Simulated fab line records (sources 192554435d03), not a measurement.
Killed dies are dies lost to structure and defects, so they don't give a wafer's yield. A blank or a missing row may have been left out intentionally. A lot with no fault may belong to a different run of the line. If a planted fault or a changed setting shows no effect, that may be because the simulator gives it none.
Matching of chambers    flow n5_finfet    N5_MOL_CONTACT_COAG_ALD_27 on ald_sin-01 has 4 sister chambers
The step deposits SiOC, target thk 17 nm, pulse time 1.5 s, time 2720 s. 4 wafers are shown with their chamber, then 8 later ones without.

== WAFERS, EACH WITH ITS CHAMBER ==
wafer   chamber  heater_power_outer_w (W)
L084.5  0        529
L089.1  2        528
L089.6  3        507
L090.1  1        486

== WAFERS WITH NO CHAMBER GIVEN ==
wafer   heater_power_outer_w (W)
L090.3  548
L090.5  512
L093.1  513
L093.3  506
L093.5  515
L097.1  508
L097.3  512
L097.6  494

== EACH ONE'S CHAMBER ==
wafer    from the rows above            in truth
L090.3   can't be placed: 0 or 2        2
L090.5   can't be placed: 3 or 2 or 0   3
L093.1   can't be placed: 3 or 2 or 0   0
L093.3   3                              3
L093.5   can't be placed: 3 or 2 or 0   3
L097.1   3                              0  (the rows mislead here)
L097.3   can't be placed: 3 or 2 or 0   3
L097.6   can't be placed: 1 or 3        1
Placed correctly: 1 of 8. Unplaceable from these rows: 6, with the true chamber sitting among the candidates in 6. Placed wrongly: 1.
How it was worked out, from the rows above alone: a wafer's distance from a chamber is the root of the sum, over the readings, of the square of ((its reading less the chamber's mean) divided by the reading's scatter). The wafer belongs to the nearest chamber; if the next one is less than 2 further off, it can't be placed. For every chamber, the mean is computed from those of its wafers that are shown. The scatter: with one shown wafer a chamber, the root of the mean of the squares of how far each hidden wafer lies from its nearest shown one.
